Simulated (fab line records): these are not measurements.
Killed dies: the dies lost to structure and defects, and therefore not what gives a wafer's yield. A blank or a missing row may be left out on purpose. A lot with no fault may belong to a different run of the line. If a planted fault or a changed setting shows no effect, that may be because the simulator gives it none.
Which tool is to blame? :: flow n5_finfet :: 24 lots with 72 wafers sampled at 6 steps, on a route of 1938 steps

## WHAT THE GAUGES READ, wafer by wafer
N5_BEOL_M6_THK_MEAS_01.
lot: L074
measured: day 8 13:41
on: film_metro-01
M6_ILD_THK (nm): 155.2 153.2 155.4

lot: L075
measured: day 9 00:05
on: film_metro-01
M6_ILD_THK (nm): 153.2 152.9 154.9

lot: L076
measured: day 9 08:35
on: film_metro-02
M6_ILD_THK (nm): 155.5 160.8 158.0

lot: L077
measured: day 9 14:42
on: film_metro-01
M6_ILD_THK (nm): 156.3 158.0 157.8

lot: L078
measured: day 9 16:48
on: film_metro-01
M6_ILD_THK (nm): 153.8 157.7 155.6

lot: L079
measured: day 10 06:38
on: film_metro-01
M6_ILD_THK (nm): 155.1 155.1 157.2

lot: L080
measured: day 10 10:12
on: film_metro-02
M6_ILD_THK (nm): 154.6 155.2 153.3

lot: L081
measured: day 10 14:16
on: film_metro-01
M6_ILD_THK (nm): 150.9 151.0 151.8

lot: L084
measured: day 10 17:26
on: film_metro-02
M6_ILD_THK (nm): 152.4 151.4 154.4

lot: L082
measured: day 10 23:17
on: film_metro-02
M6_ILD_THK (nm): 154.7 153.3 156.3

lot: L083
measured: day 11 09:08
on: film_metro-02
M6_ILD_THK (nm): 154.1 156.6 156.4

lot: L085
measured: day 11 14:56
on: film_metro-02
M6_ILD_THK (nm): 153.3 157.0 156.0

lot: L086
measured: day 11 15:38
on: film_metro-02
M6_ILD_THK (nm): 154.8 158.8 155.5

lot: L087
measured: day 12 05:32
on: film_metro-02
M6_ILD_THK (nm): 154.7 154.0 153.7

lot: L088
measured: day 12 09:58
on: film_metro-02
M6_ILD_THK (nm): 155.6 155.7 159.0

lot: L090
measured: day 12 11:39
on: film_metro-01
M6_ILD_THK (nm): 151.6 151.8 151.7

lot: L089
measured: day 12 12:25
on: film_metro-01
M6_ILD_THK (nm): 153.2 154.0 156.7

lot: L091
measured: day 12 20:13
on: film_metro-02
M6_ILD_THK (nm): 153.6 156.5 157.6

lot: L092
measured: day 13 04:37
on: film_metro-01
M6_ILD_THK (nm): 159.5 155.9 154.3

lot: L095
measured: day 13 10:24
on: film_metro-02
M6_ILD_THK (nm): 153.8 151.6 152.0

lot: L093
measured: day 13 14:53
on: film_metro-02
M6_ILD_THK (nm): 153.3 155.4 154.6

lot: L094
measured: day 13 21:36
on: film_metro-02
M6_ILD_THK (nm): 151.9 152.8 154.0

lot: L096
measured: day 14 03:47
on: film_metro-01
M6_ILD_THK (nm): 155.1 156.2 155.3

lot: L097
measured: day 14 08:39
on: film_metro-01
M6_ILD_THK (nm): 154.0 154.3 157.7

N5_BEOL_M6_CD_MEAS_11: the cd target is 38.5 nm.
lot: L074
measured: day 8 15:32
on: cd_sem-01
cd_nm (nm): 39.3 39.1 38.3

lot: L075
measured: day 9 00:53
on: cd_sem-03
cd_nm (nm): 39.1 38.8 37.9

lot: L076
measured: day 9 10:02
on: cd_sem-01
cd_nm (nm): 39.0 39.0 38.3

lot: L077
measured: day 9 15:40
on: cd_sem-02
cd_nm (nm): 38.5 38.8 38.8

lot: L078
measured: day 9 19:11
on: cd_sem-02
cd_nm (nm): 38.3 38.6 38.9

lot: L079
measured: day 10 07:44
on: cd_sem-01
cd_nm (nm): 38.6 38.5 38.5

lot: L080
measured: day 10 11:02
on: cd_sem-03
cd_nm (nm): 39.5 38.5 38.9

lot: L081
measured: day 10 14:58
on: cd_sem-03
cd_nm (nm): 38.2 38.3 38.5

lot: L084
measured: day 10 18:40
on: cd_sem-02
cd_nm (nm): 39.4 39.8 38.4

lot: L082
measured: day 11 00:50
on: cd_sem-03
cd_nm (nm): 38.5 38.5 38.5

lot: L083
measured: day 11 09:44
on: cd_sem-01
cd_nm (nm): 38.4 38.4 37.8

lot: L085
measured: day 11 16:44
on: cd_sem-03
cd_nm (nm): 38.4 39.4 38.6

lot: L086
measured: day 11 16:56
on: cd_sem-03
cd_nm (nm): 37.9 38.7 38.8

lot: L087
measured: day 12 08:51
on: cd_sem-02
cd_nm (nm): 38.7 38.1 38.5

lot: L088
measured: day 12 11:01
on: cd_sem-01
cd_nm (nm): 38.2 38.6 38.8

lot: L090
measured: day 12 13:47
on: cd_sem-01
cd_nm (nm): 38.5 39.1 38.6

lot: L089
measured: day 12 13:59
on: cd_sem-03
cd_nm (nm): 39.0 38.9 39.0

lot: L091
measured: day 12 21:58
on: cd_sem-03
cd_nm (nm): 38.2 38.6 37.8

lot: L092
measured: day 13 06:03
on: cd_sem-02
cd_nm (nm): 38.4 38.2 38.3

lot: L095
measured: day 13 12:53
on: cd_sem-03
cd_nm (nm): 38.6 38.6 38.6

lot: L093
measured: day 13 16:23
on: cd_sem-02
cd_nm (nm): 39.0 38.3 38.6

lot: L094
measured: day 13 23:29
on: cd_sem-01
cd_nm (nm): 38.2 38.1 37.9

lot: L096
measured: day 14 04:26
on: cd_sem-02
cd_nm (nm): 38.9 38.4 38.4

lot: L097
measured: day 14 09:09
on: cd_sem-01
cd_nm (nm): 38.5 39.0 38.3

## WHAT TOOL EACH LOT RAN ON (gives the tool, then ch and the chambers of the sampled wafers, and finally the start)
lot: L074
N5_BEOL_M5_STRIP_36: rie_diel-03 ch 0,1,2, day 8 05:28
N5_BEOL_M5_DEGAS_44: pvd_sputter-01, day 8 06:52
N5_BEOL_M5_PRE_CLEAN_77: cvd_co-02 ch 0,1,2, day 8 12:49
N5_BEOL_M5_CO_CAP_78: cvd_co-02 ch 0,1,2, day 8 12:51

lot: L075
N5_BEOL_M5_STRIP_36: rie_diel-04 ch 0,2,3, day 8 15:11
N5_BEOL_M5_DEGAS_44: pvd_sputter-02, day 8 16:35
N5_BEOL_M5_PRE_CLEAN_77: cvd_co-02 ch 0,2, day 8 22:45
N5_BEOL_M5_CO_CAP_78: cvd_co-02 ch 0,2, day 8 22:47

lot: L076
N5_BEOL_M5_STRIP_36: rie_diel-04 ch 1,2,3, day 9 00:53
N5_BEOL_M5_DEGAS_44: pvd_sputter-03, day 9 01:50
N5_BEOL_M5_PRE_CLEAN_77: cvd_co-01 ch 0,1,2, day 9 07:41
N5_BEOL_M5_CO_CAP_78: cvd_co-01 ch 0,1,2, day 9 07:44

lot: L077
N5_BEOL_M5_STRIP_36: rie_diel-05 ch 0,1, day 9 06:25
N5_BEOL_M5_DEGAS_44: pvd_sputter-02, day 9 07:08
N5_BEOL_M5_PRE_CLEAN_77: cvd_co-02 ch 0,2, day 9 13:45
N5_BEOL_M5_CO_CAP_78: cvd_co-02 ch 0,2, day 9 13:47

lot: L078
N5_BEOL_M5_STRIP_36: rie_diel-05 ch 0,3, day 9 08:53
N5_BEOL_M5_DEGAS_44: pvd_sputter-02, day 9 10:07
N5_BEOL_M5_PRE_CLEAN_77: cvd_co-01 ch 0,1, day 9 15:56
N5_BEOL_M5_CO_CAP_78: cvd_co-01 ch 0,1, day 9 15:59

lot: L079
N5_BEOL_M5_STRIP_36: rie_diel-05 ch 2,3, day 9 22:45
N5_BEOL_M5_DEGAS_44: pvd_sputter-03, day 9 23:39
N5_BEOL_M5_PRE_CLEAN_77: cvd_co-01 ch 0,2, day 10 05:46
N5_BEOL_M5_CO_CAP_78: cvd_co-01 ch 0,2, day 10 05:48

lot: L080
N5_BEOL_M5_STRIP_36: rie_diel-04 ch 0,1,3, day 10 02:18
N5_BEOL_M5_DEGAS_44: pvd_sputter-03, day 10 03:08
N5_BEOL_M5_PRE_CLEAN_77: cvd_co-02 ch 1,2, day 10 09:19
N5_BEOL_M5_CO_CAP_78: cvd_co-02 ch 1,2, day 10 09:22

lot: L081
N5_BEOL_M5_STRIP_36: rie_diel-04 ch 0,1,3, day 10 06:25
N5_BEOL_M5_DEGAS_44: pvd_sputter-02, day 10 07:14
N5_BEOL_M5_PRE_CLEAN_77: cvd_co-02 ch 0,1,2, day 10 13:25
N5_BEOL_M5_CO_CAP_78: cvd_co-02 ch 0,1,2, day 10 13:27

lot: L084
N5_BEOL_M5_STRIP_36: rie_diel-05 ch 0,1, day 10 09:48
N5_BEOL_M5_DEGAS_44: pvd_sputter-01, day 10 10:35
N5_BEOL_M5_PRE_CLEAN_77: cvd_co-02 ch 0,1,2, day 10 16:34
N5_BEOL_M5_CO_CAP_78: cvd_co-02 ch 0,1,2, day 10 16:37

lot: L082
N5_BEOL_M5_STRIP_36: rie_diel-04 ch 0,2,3, day 10 15:17
N5_BEOL_M5_DEGAS_44: pvd_sputter-01, day 10 16:16
N5_BEOL_M5_PRE_CLEAN_77: cvd_co-01 ch 0,1, day 10 22:26
N5_BEOL_M5_CO_CAP_78: cvd_co-01 ch 0,1, day 10 22:28

lot: L083
N5_BEOL_M5_STRIP_36: rie_diel-04 ch 0,1,2, day 11 01:22
N5_BEOL_M5_DEGAS_44: pvd_sputter-01, day 11 02:19
N5_BEOL_M5_PRE_CLEAN_77: cvd_co-01 ch 1,2, day 11 08:16
N5_BEOL_M5_CO_CAP_78: cvd_co-01 ch 1,2, day 11 08:19

lot: L085
N5_BEOL_M5_STRIP_36: rie_diel-05 ch 0,2, day 11 07:05
N5_BEOL_M5_DEGAS_44: pvd_sputter-03, day 11 08:08
N5_BEOL_M5_PRE_CLEAN_77: cvd_co-02 ch 0,1, day 11 14:04
N5_BEOL_M5_CO_CAP_78: cvd_co-02 ch 0,1, day 11 14:06

lot: L086
N5_BEOL_M5_STRIP_36: rie_diel-05 ch 0,1,2, day 11 08:17
N5_BEOL_M5_DEGAS_44: pvd_sputter-01, day 11 09:01
N5_BEOL_M5_PRE_CLEAN_77: cvd_co-01 ch 0,1,2, day 11 14:46
N5_BEOL_M5_CO_CAP_78: cvd_co-01 ch 0,1,2, day 11 14:49

lot: L087
N5_BEOL_M5_STRIP_36: rie_diel-04 ch 2,3, day 11 22:04
N5_BEOL_M5_DEGAS_44: pvd_sputter-02, day 11 22:51
N5_BEOL_M5_PRE_CLEAN_77: cvd_co-01 ch 0,1, day 12 04:40
N5_BEOL_M5_CO_CAP_78: cvd_co-01 ch 0,1, day 12 04:43

lot: L088
N5_BEOL_M5_STRIP_36: rie_diel-04 ch 0,2,3, day 12 01:53
N5_BEOL_M5_DEGAS_44: pvd_sputter-02, day 12 03:07
N5_BEOL_M5_PRE_CLEAN_77: cvd_co-01 ch 1,2, day 12 09:06
N5_BEOL_M5_CO_CAP_78: cvd_co-01 ch 1,2, day 12 09:08

lot: L090
N5_BEOL_M5_STRIP_36: rie_diel-04 ch 1,2,3, day 12 03:38
N5_BEOL_M5_DEGAS_44: pvd_sputter-01, day 12 04:58
N5_BEOL_M5_PRE_CLEAN_77: cvd_co-02 ch 0,1,2, day 12 10:47
N5_BEOL_M5_CO_CAP_78: cvd_co-02 ch 0,1,2, day 12 10:50

lot: L089
N5_BEOL_M5_STRIP_36: rie_diel-04 ch 0,1,3, day 12 04:20
N5_BEOL_M5_DEGAS_44: pvd_sputter-01, day 12 05:22
N5_BEOL_M5_PRE_CLEAN_77: cvd_co-01 ch 0,1, day 12 11:33
N5_BEOL_M5_CO_CAP_78: cvd_co-01 ch 0,1, day 12 11:35

lot: L091
N5_BEOL_M5_STRIP_36: rie_diel-03 ch 1,2, day 12 11:20
N5_BEOL_M5_DEGAS_44: pvd_sputter-03, day 12 13:04
N5_BEOL_M5_PRE_CLEAN_77: cvd_co-01 ch 0,2, day 12 18:52
N5_BEOL_M5_CO_CAP_78: cvd_co-01 ch 0,2, day 12 18:55

lot: L092
N5_BEOL_M5_STRIP_36: rie_diel-05 ch 2,3, day 12 18:57
N5_BEOL_M5_DEGAS_44: pvd_sputter-01, day 12 21:10
N5_BEOL_M5_PRE_CLEAN_77: cvd_co-02 ch 0,1,2, day 13 03:46
N5_BEOL_M5_CO_CAP_78: cvd_co-02 ch 0,1,2, day 13 03:49

lot: L095
N5_BEOL_M5_STRIP_36: rie_diel-04 ch 0,2,3, day 13 02:43
N5_BEOL_M5_DEGAS_44: pvd_sputter-01, day 13 03:38
N5_BEOL_M5_PRE_CLEAN_77: cvd_co-01 ch 0,1,2, day 13 09:32
N5_BEOL_M5_CO_CAP_78: cvd_co-01 ch 0,1,2, day 13 09:35

lot: L093
N5_BEOL_M5_STRIP_36: rie_diel-05 ch 1,2, day 13 04:23
N5_BEOL_M5_DEGAS_44: pvd_sputter-03, day 13 05:28
N5_BEOL_M5_PRE_CLEAN_77: cvd_co-02 ch 0,1,2, day 13 13:49
N5_BEOL_M5_CO_CAP_78: cvd_co-02 ch 0,1,2, day 13 13:51

lot: L094
N5_BEOL_M5_STRIP_36: rie_diel-03 ch 0,1,2, day 13 13:03
N5_BEOL_M5_DEGAS_44: pvd_sputter-03, day 13 13:52
N5_BEOL_M5_PRE_CLEAN_77: cvd_co-02 ch 0,1,2, day 13 20:44
N5_BEOL_M5_CO_CAP_78: cvd_co-02 ch 0,1,2, day 13 20:46

lot: L096
N5_BEOL_M5_STRIP_36: rie_diel-03 ch 0,1,2, day 13 19:49
N5_BEOL_M5_DEGAS_44: pvd_sputter-03, day 13 20:36
N5_BEOL_M5_PRE_CLEAN_77: cvd_co-02 ch 1,2, day 14 02:55
N5_BEOL_M5_CO_CAP_78: cvd_co-02 ch 1,2, day 14 02:58

lot: L097
N5_BEOL_M5_STRIP_36: rie_diel-05 ch 0,1,2, day 13 23:35
N5_BEOL_M5_DEGAS_44: pvd_sputter-03, day 14 00:32
N5_BEOL_M5_PRE_CLEAN_77: cvd_co-01 ch 0,1,2, day 14 07:47
N5_BEOL_M5_CO_CAP_78: cvd_co-01 ch 0,1,2, day 14 07:50
- N5_BEOL_M5_STRIP_36: strips in N2/H2.
- N5_BEOL_M5_DEGAS_44: time 60 s.
- N5_BEOL_M5_PRE_CLEAN_77: time 15 s.
- N5_BEOL_M5_CO_CAP_78: material Co, precursor CCTBA/H2, target thk 2 nm, time 102.1 s.

## WHAT THE TOOLS THEMSELVES READ (means of the sampled wafers that have a number; where no wafer has one, the mark that the record gives instead)
N5_BEOL_M5_STRIP_36.
lot: L074
tool: rie_diel-03
drypump_motor_current_A (A): 5.8
oes_product_au (a.u.): 0.78
rf_vpp_V (V): 59.8
showerhead_plenum_p_Torr (Torr): 2.51
throttle_valve_pct (%): 23.47

lot: L075
tool: rie_diel-04
drypump_motor_current_A (A): 5.7
oes_product_au (a.u.): 0.74
rf_vpp_V (V): 58.8
showerhead_plenum_p_Torr (Torr): 2.53
throttle_valve_pct (%): 23.48

lot: L076
tool: rie_diel-04
drypump_motor_current_A (A): 5.4
oes_product_au (a.u.): 0.77
rf_vpp_V (V): 60.6
showerhead_plenum_p_Torr (Torr): 2.51
throttle_valve_pct (%): 23.73

lot: L077
tool: rie_diel-05
drypump_motor_current_A (A): 5.6
oes_product_au (a.u.): 0.86
rf_vpp_V (V): 59.7
showerhead_plenum_p_Torr (Torr): 2.62
throttle_valve_pct (%): 23.65

lot: L078
tool: rie_diel-05
drypump_motor_current_A (A): 5.6
oes_product_au (a.u.): 0.75
rf_vpp_V (V): 59.8
showerhead_plenum_p_Torr (Torr): 2.49
throttle_valve_pct (%): 23.66

lot: L079
tool: rie_diel-05
drypump_motor_current_A (A): 5.3
oes_product_au (a.u.): 0.74
rf_vpp_V (V): 59.0
showerhead_plenum_p_Torr (Torr): 2.56
throttle_valve_pct (%): 23.61

lot: L080
tool: rie_diel-04
drypump_motor_current_A (A): 5.9
oes_product_au (a.u.): 0.77
rf_vpp_V (V): 57.6
showerhead_plenum_p_Torr (Torr): 2.47
throttle_valve_pct (%): 23.75

lot: L081
tool: rie_diel-04
drypump_motor_current_A (A): 5.9
oes_product_au (a.u.): 0.76
rf_vpp_V (V): 58.3
showerhead_plenum_p_Torr (Torr): 2.47
throttle_valve_pct (%): 23.75

lot: L084
tool: rie_diel-05
drypump_motor_current_A (A): 5.6
oes_product_au (a.u.): 0.84
rf_vpp_V (V): 59.7
showerhead_plenum_p_Torr (Torr): 2.61
throttle_valve_pct (%): 23.67

lot: L082
tool: rie_diel-04
drypump_motor_current_A (A): 5.7
oes_product_au (a.u.): 0.72
rf_vpp_V (V): 60.6
showerhead_plenum_p_Torr (Torr): 2.52
throttle_valve_pct (%): 23.48

lot: L083
tool: rie_diel-04
drypump_motor_current_A (A): 5.5
oes_product_au (a.u.): 0.75
rf_vpp_V (V): 59.7
showerhead_plenum_p_Torr (Torr): 2.54
throttle_valve_pct (%): 23.67

lot: L085
tool: rie_diel-05
drypump_motor_current_A (A): 6.0
oes_product_au (a.u.): 0.83
rf_vpp_V (V): 59.8
showerhead_plenum_p_Torr (Torr): 2.54
throttle_valve_pct (%): 24.02

lot: L086
tool: rie_diel-05
drypump_motor_current_A (A): 5.7
oes_product_au (a.u.): 0.84
rf_vpp_V (V): 61.7
showerhead_plenum_p_Torr (Torr): 2.61
throttle_valve_pct (%): 23.81

lot: L087
tool: rie_diel-04
drypump_motor_current_A (A): 5.2
oes_product_au (a.u.): 0.71
rf_vpp_V (V): 58.8
showerhead_plenum_p_Torr (Torr): 2.55
throttle_valve_pct (%): 23.52

lot: L088
tool: rie_diel-04
drypump_motor_current_A (A): 5.7
oes_product_au (a.u.): 0.73
rf_vpp_V (V): 59.8
showerhead_plenum_p_Torr (Torr): 2.52
throttle_valve_pct (%): 23.51

lot: L090
tool: rie_diel-04
drypump_motor_current_A (A): 5.4
oes_product_au (a.u.): 0.75
rf_vpp_V (V): 60.7
showerhead_plenum_p_Torr (Torr): 2.50
throttle_valve_pct (%): 23.78

lot: L089
tool: rie_diel-04
drypump_motor_current_A (A): 5.9
oes_product_au (a.u.): 0.76
rf_vpp_V (V): 60.3
showerhead_plenum_p_Torr (Torr): 2.47
throttle_valve_pct (%): 23.77

lot: L091
tool: rie_diel-03
drypump_motor_current_A (A): 6.1
oes_product_au (a.u.): 0.77
rf_vpp_V (V): 58.4
showerhead_plenum_p_Torr (Torr): 2.50
throttle_valve_pct (%): 23.42

lot: L092
tool: rie_diel-05
drypump_motor_current_A (A): 5.4
oes_product_au (a.u.): 0.87
rf_vpp_V (V): 58.4
showerhead_plenum_p_Torr (Torr): 2.61
throttle_valve_pct (%): 23.66

lot: L095
tool: rie_diel-04
drypump_motor_current_A (A): 5.7
oes_product_au (a.u.): 0.71
rf_vpp_V (V): 58.8
showerhead_plenum_p_Torr (Torr): 2.52
throttle_valve_pct (%): 23.52

lot: L093
tool: rie_diel-05
drypump_motor_current_A (A): 5.3
oes_product_au (a.u.): 0.83
rf_vpp_V (V): 60.8
showerhead_plenum_p_Torr (Torr): 2.67
throttle_valve_pct (%): 23.63

lot: L094
tool: rie_diel-03
drypump_motor_current_A (A): 5.9
oes_product_au (a.u.): 0.74
rf_vpp_V (V): 58.3
showerhead_plenum_p_Torr (Torr): 2.49
throttle_valve_pct (%): 23.51

lot: L096
tool: rie_diel-03
drypump_motor_current_A (A): 5.8
oes_product_au (a.u.): 0.75
rf_vpp_V (V): 58.5
showerhead_plenum_p_Torr (Torr): 2.49
throttle_valve_pct (%): 23.53

lot: L097
tool: rie_diel-05
drypump_motor_current_A (A): 5.7
oes_product_au (a.u.): 0.81
rf_vpp_V (V): 58.9
showerhead_plenum_p_Torr (Torr): 2.60
throttle_valve_pct (%): 23.83

N5_BEOL_M5_DEGAS_44.
lot: L074
tool: pvd_sputter-01
heater_power_w (W): 298

lot: L075
tool: pvd_sputter-02
heater_power_w (W): 322

lot: L076
tool: pvd_sputter-03
heater_power_w (W): 293

lot: L077
tool: pvd_sputter-02
heater_power_w (W): 316

lot: L078
tool: pvd_sputter-02
heater_power_w (W): 330

lot: L079
tool: pvd_sputter-03
heater_power_w (W): 290

lot: L080
tool: pvd_sputter-03
heater_power_w (W): 273

lot: L081
tool: pvd_sputter-02
heater_power_w (W): 322

lot: L084
tool: pvd_sputter-01
heater_power_w (W): 273

lot: L082
tool: pvd_sputter-01
heater_power_w (W): 271

lot: L083
tool: pvd_sputter-01
heater_power_w (W): 276

lot: L085
tool: pvd_sputter-03
heater_power_w (W): 297

lot: L086
tool: pvd_sputter-01
heater_power_w (W): 292

lot: L087
tool: pvd_sputter-02
heater_power_w (W): 323

lot: L088
tool: pvd_sputter-02
heater_power_w (W): 322

lot: L090
tool: pvd_sputter-01
heater_power_w (W): 276

lot: L089
tool: pvd_sputter-01
heater_power_w (W): 294

lot: L091
tool: pvd_sputter-03
heater_power_w (W): 271

lot: L092
tool: pvd_sputter-01
heater_power_w (W): 316

lot: L095
tool: pvd_sputter-01
heater_power_w (W): 295

lot: L093
tool: pvd_sputter-03
heater_power_w (W): 291

lot: L094
tool: pvd_sputter-03
heater_power_w (W): 294

lot: L096
tool: pvd_sputter-03
heater_power_w (W): 300

lot: L097
tool: pvd_sputter-03
heater_power_w (W): 297

N5_BEOL_M5_PRE_CLEAN_77.
lot: L074
tool: cvd_co-02
heater_power_w (W): 81

lot: L075
tool: cvd_co-02
heater_power_w (W): 79

lot: L076
tool: cvd_co-01
heater_power_w (W): 108

lot: L077
tool: cvd_co-02
heater_power_w (W): 88

lot: L078
tool: cvd_co-01
heater_power_w (W): 116

lot: L079
tool: cvd_co-01
heater_power_w (W): 105

lot: L080
tool: cvd_co-02
heater_power_w (W): 93

lot: L081
tool: cvd_co-02
heater_power_w (W): 83

lot: L084
tool: cvd_co-02
heater_power_w (W): 85

lot: L082
tool: cvd_co-01
heater_power_w (W): 114

lot: L083
tool: cvd_co-01
heater_power_w (W): 110

lot: L085
tool: cvd_co-02
heater_power_w (W): 79

lot: L086
tool: cvd_co-01
heater_power_w (W): 107

lot: L087
tool: cvd_co-01
heater_power_w (W): 115

lot: L088
tool: cvd_co-01
heater_power_w (W): 100

lot: L090
tool: cvd_co-02
heater_power_w (W): 84

lot: L089
tool: cvd_co-01
heater_power_w (W): 116

lot: L091
tool: cvd_co-01
heater_power_w (W): 104

lot: L092
tool: cvd_co-02
heater_power_w (W): 83

lot: L095
tool: cvd_co-01
heater_power_w (W): 108

lot: L093
tool: cvd_co-02
heater_power_w (W): 83

lot: L094
tool: cvd_co-02
heater_power_w (W): 83

lot: L096
tool: cvd_co-02
heater_power_w (W): 92

lot: L097
tool: cvd_co-01
heater_power_w (W): 110

N5_BEOL_M5_CO_CAP_78.
lot: L074
tool: cvd_co-02
heater_power_w (W): 234

lot: L075
tool: cvd_co-02
heater_power_w (W): 229

lot: L076
tool: cvd_co-01
heater_power_w (W): 266

lot: L077
tool: cvd_co-02
heater_power_w (W): 242

lot: L078
tool: cvd_co-01
heater_power_w (W): 271

lot: L079
tool: cvd_co-01
heater_power_w (W): 259

lot: L080
tool: cvd_co-02
heater_power_w (W): 247

lot: L081
tool: cvd_co-02
heater_power_w (W): 235

lot: L084
tool: cvd_co-02
heater_power_w (W): 230

lot: L082
tool: cvd_co-01
heater_power_w (W): 272

lot: L083
tool: cvd_co-01
heater_power_w (W): 265

lot: L085
tool: cvd_co-02
heater_power_w (W): 226

lot: L086
tool: cvd_co-01
heater_power_w (W): 265

lot: L087
tool: cvd_co-01
heater_power_w (W): 273

lot: L088
tool: cvd_co-01
heater_power_w (W): 253

lot: L090
tool: cvd_co-02
heater_power_w (W): 232

lot: L089
tool: cvd_co-01
heater_power_w (W): 279

lot: L091
tool: cvd_co-01
heater_power_w (W): 259

lot: L092
tool: cvd_co-02
heater_power_w (W): 239

lot: L095
tool: cvd_co-01
heater_power_w (W): 266

lot: L093
tool: cvd_co-02
heater_power_w (W): 235

lot: L094
tool: cvd_co-02
heater_power_w (W): 231

lot: L096
tool: cvd_co-02
heater_power_w (W): 247

lot: L097
tool: cvd_co-01
heater_power_w (W): 263

## THE ANSWER, worked out from the rows above alone
Rule: the lots themselves supply what counts as usual. The widest of any qualifying gaps counts: lots, ordered by their means at a reading, are off when they make up no more than a third of the lots, leave a main group of 4 or more, and stand apart from it by 3 or more times the standard deviation of that group's means. The tables above print the reading to a certain number of digits; a main group whose means all agree to those digits is not used. Also off: a lot with no number at a reading for which 4 or more lots have one. Any other lot the step has rows for is counted as sound. The gauges are gone through in route order, then the tools' own readings, and for those a lot's mean is taken as printed above. The first step at which some lot is off is used, and at that step the reading that is off furthest; a lot without a number counts as furthest.
No lot is off on any of the readings shown, so nothing can be concluded from this.

## WHAT THE SIMULATOR HAD PUT IN
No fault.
